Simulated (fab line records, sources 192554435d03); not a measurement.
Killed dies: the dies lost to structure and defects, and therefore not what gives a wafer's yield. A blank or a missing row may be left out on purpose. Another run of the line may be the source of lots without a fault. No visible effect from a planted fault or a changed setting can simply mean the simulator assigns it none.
Comparing a struck lot with a sound one	flow n5_finfet	41 out of 1938 route steps
Sound: wafers L738.2, L738.5, L738.6. Struck: wafer L749.5. (L749.2, L749.3 of the same lot were not struck and are left out.) The cause comes at the end.
At each step with rows: each side's tool, then ch and its chambers, then its first start. Under that, the readings that differ: sound wafers	struck wafers	difference of the means	sigmas: that difference in standard deviations of wafers without a fault.
alike: readings whose means differ by less than 2 such deviations, and words and numbers that are the same on both sides. not compared: withheld readings, readings that some wafer has no value for, bounds like >300 that may hide the same value, and numbers for which the record gives no deviation and whose values overlap.
Wherever a step has rows on one side only, a row that says differs or no value, or a row with sigmas, the two part there. Numbers that have no deviation but don't overlap get no sigmas and don't part them. Lack of a reading on every wafer of one side parts them only where that side has two or more wafers.

first, 12 steps without rows for these wafers: N5_HKMG_FIN_STRIP_33 (strips in N2/H2); N5_HKMG_FIN_STRIP_34 (strips in CF4); N5_HKMG_FIN_ETCH_35 (etches SOC in N2/H2, target depth 215.8 nm, time 243.4 s); N5_HKMG_FIN_STRIP_92 (strips SOC in N2/H2, time 20 s); N5_HKMG_FIN_WET_ETCH_18 (etches TiN in SC1, time 55 s, target depth 5.2 nm, rinse time 30 s); N5_HKMG_FIN_STRIP_19 (strips in N2/H2, time 360 s); N5_HKMG_FIN_ALD_91 (deposits TiN, target thk 1 nm, pulse time 1 s, purge time 3 s); N5_HKMG_FIN_COAT_85 (time 60 s, resist thk 300 nm); N5_HKMG_FIN_ETCH_86 (etches SOC in N2/H2, stops on TiN, target depth 393.2 nm); N5_HKMG_FIN_STRIP_89 (strips SOC in N2/H2, time 20 s); N5_HKMG_FIN_WET_ETCH_87 (etches TiN in SC1, time 154.2 s, target depth 4.7 nm, rinse time 30 s); N5_HKMG_FIN_STRIP_88 (strips in N2/H2, time 360 s).
N5_HKMG_FIN_NWFM_ALD_20: deposits TiAlC, target thk 2 nm, pulse time 3 s, purge time 2 s.
  sound on ald_metal-04 ch 0,3, day 5 17:49; struck on ald_metal-04 ch 3, day 8 13:44
reading	sound	struck	difference	sigmas
ald_cycles	7 7 7	5	-2	
model.TiAlC_of_HKMG_FIN_NWFM_ALD_20.thk_nm (nm)	2 2 2	1.4	-0.6	
  alike: chamber_pressure_Torr, heater_power_w, precursor_pulse_height_rel
  not compared: since_wet_clean_h
then, 26 steps without rows for these wafers: N5_HKMG_FIN_ALD_71 (deposits TiN, target thk 1 nm, pulse time 1 s, purge time 3 s); N5_HKMG_FIN_COAT_66 (time 60 s, resist thk 300 nm); N5_HKMG_FIN_ETCH_67 (etches SOC in N2/H2, stops on TiN, target depth 388.9 nm); N5_HKMG_FIN_STRIP_90 (strips SOC in N2/H2, time 20 s); N5_HKMG_FIN_WET_ETCH_73 (etches the open film in SC1, time 42.3 s, target depth 1.3 nm, rinse time 30 s); N5_HKMG_FIN_ETCHBACK_68 (etches the open film in Cl2/Ar, stops on HfO2, target depth 0.5 nm); N5_HKMG_FIN_STRIP_69 (strips in N2/H2, time 360 s); N5_HKMG_FIN_ALD_21 (deposits TiN, target thk 1.5 nm, pulse time 1 s, purge time 3 s); N5_HKMG_FIN_ALD_72 (deposits W, target thk 2 nm, pulse time 1 s, purge time 2 s); N5_HKMG_FIN_W_FILL_22 (material W, target thk 60 nm, time 18.2 s); N5_HKMG_FIN_PRECLEAN_83 (cleans in DIW, time 57.5 s); N5_HKMG_FIN_SRD_84 (dry time 32 s); N5_HKMG_FIN_CMP_23 (polishes, stops on SiNx, t overpolish 10 s, target thk 46.326 nm); N5_HKMG_FIN_CMP_94 (polishes, stops on SiNx, t overpolish 4.7 s, target thk 43.299 nm); N5_GATE_CUT_ETCHBACK_00 (etches W in SF6/Cl2); N5_GATE_CUT_ETCH_56 (etches TiN in Cl2/Ar, target depth 21.6 nm); N5_GATE_CUT_ETCHBACK_30 (etches TiN in Cl2/Ar, target depth 3 nm); N5_GATE_CUT_VAPOR_ETCH_60 (etches HfO2 in BCl3/Cl2); N5_GATE_CUT_ETCH_58 (etches SiNx in CH3F/O2, target depth 17 nm, time 128.6 s); N5_GATE_CUT_STRIP_59 (strips in N2/H2, time 20 s); N5_GATE_CUT_PRECLEAN_31 (cleans in DIW, time 300 s); N5_GATE_CUT_SRD_32 (time 30 s); N5_GATE_CUT_SAC_CAP_01 (material SiNx, target thk 24 nm, pulse time 1 s, ald cycles 480); N5_GATE_CUT_PECVD_57 (deposits SiNx from SiH4/NH3/N2, target thk 21 nm); N5_GATE_CUT_CMP_02 (polishes, stops on SiO2, t overpolish 12.7 s, target thk 0 nm); N5_GATE_CUT_HM_DEP_46 (deposits SiO2 from TEOS/O2, target thk 130 nm, time 26.6 s).
-- a jump in the record: the struck wafers' starts before and after are 5 days apart (it breaks off in module GATE_CUT and resumes in module BEOL_M4, where the first step shown is number 1111 of the route) --
N5_BEOL_M4_RC_MEAS_101:
  sound on prober-01 ch 0, day 10 19:14; struck on prober-01 ch 0, day 13 14:49
reading	sound	struck	difference	sigmas
IOFF_N (nA/um)	0.12 0.11 0.13	0.02	-0.10	-3
IOFF_N_85C (nA/um)	2.5 2.3 2.7	0.5	-2.0	-4
IOFF_N_LIN (nA/um)	0.062 0.056 0.067	0.010	-0.052	-4
IOFF_N_LONG (nA/um)	5.21e-05 5.21e-05 5.19e-05	2.45e-05	-2.75e-05	-15
IOFF_P (nA/um)	0.18 0.16 0.18	0.26	+0.09	+2
IOFF_P_LONG (nA/um)	0.000103 0.000106 0.0001	0.000158	+0.000055	+8
ION_N (uA/um)	659 656 675	543	-120	-9
VT_N (mV)	252 255 251	302	+49	+15
VT_N_LONG (mV)	275.1 275.1 276.8	325.3	+49.6	+26
VT_N_LVT (mV)	102 105 100	154	+52	+14
VT_P (mV)	-253 -252 -252	-240	+12	+4
VT_P_LONG (mV)	-275.7 -276.6 -275.0	-259.8	+16.0	+6
VT_P_LVT (mV)	-102.3 -105.3 -103.4	-90.2	+13.5	+5
  alike: DIBL_N, DIBL_P, ION_P, SS_N, SS_P
-- a jump in the record: the struck wafers' starts before and after are 4 days apart (it breaks off in module BEOL_M4 and resumes in module PASSIVATION, where the first step shown is number 1936 of the route) --
N5_PASSIVATION_PROBE_49:
  sound: prober-01 at day 15 02:11; struck: prober-01 at day 18 00:05
reading	sound	struck	difference	sigmas
killed_at_other	9 2 17	2	-7	-2
sort_bin_8_speed (%)	0 0 0	90.34	+90.34	+99 or more
sort_n_pass	1050 1090 1067	0	-1069	-63
sort_yield_pct (%)	89.0 92.4 90.4	0	-91	-65
  alike: defect_limited_yield, killed_at_M0_to_M3, killed_at_M4_up, killed_at_contacts, killed_at_front_end, killed_dies, killed_on_rim, killed_open, killed_short, sort_bin_5_function, sort_bin_6_memory

== WHERE THEY PART ==
First at N5_BEOL_M4_RC_MEAS_101; last, within this record, at N5_PASSIVATION_PROBE_49.

WHY: what the simulator had put in
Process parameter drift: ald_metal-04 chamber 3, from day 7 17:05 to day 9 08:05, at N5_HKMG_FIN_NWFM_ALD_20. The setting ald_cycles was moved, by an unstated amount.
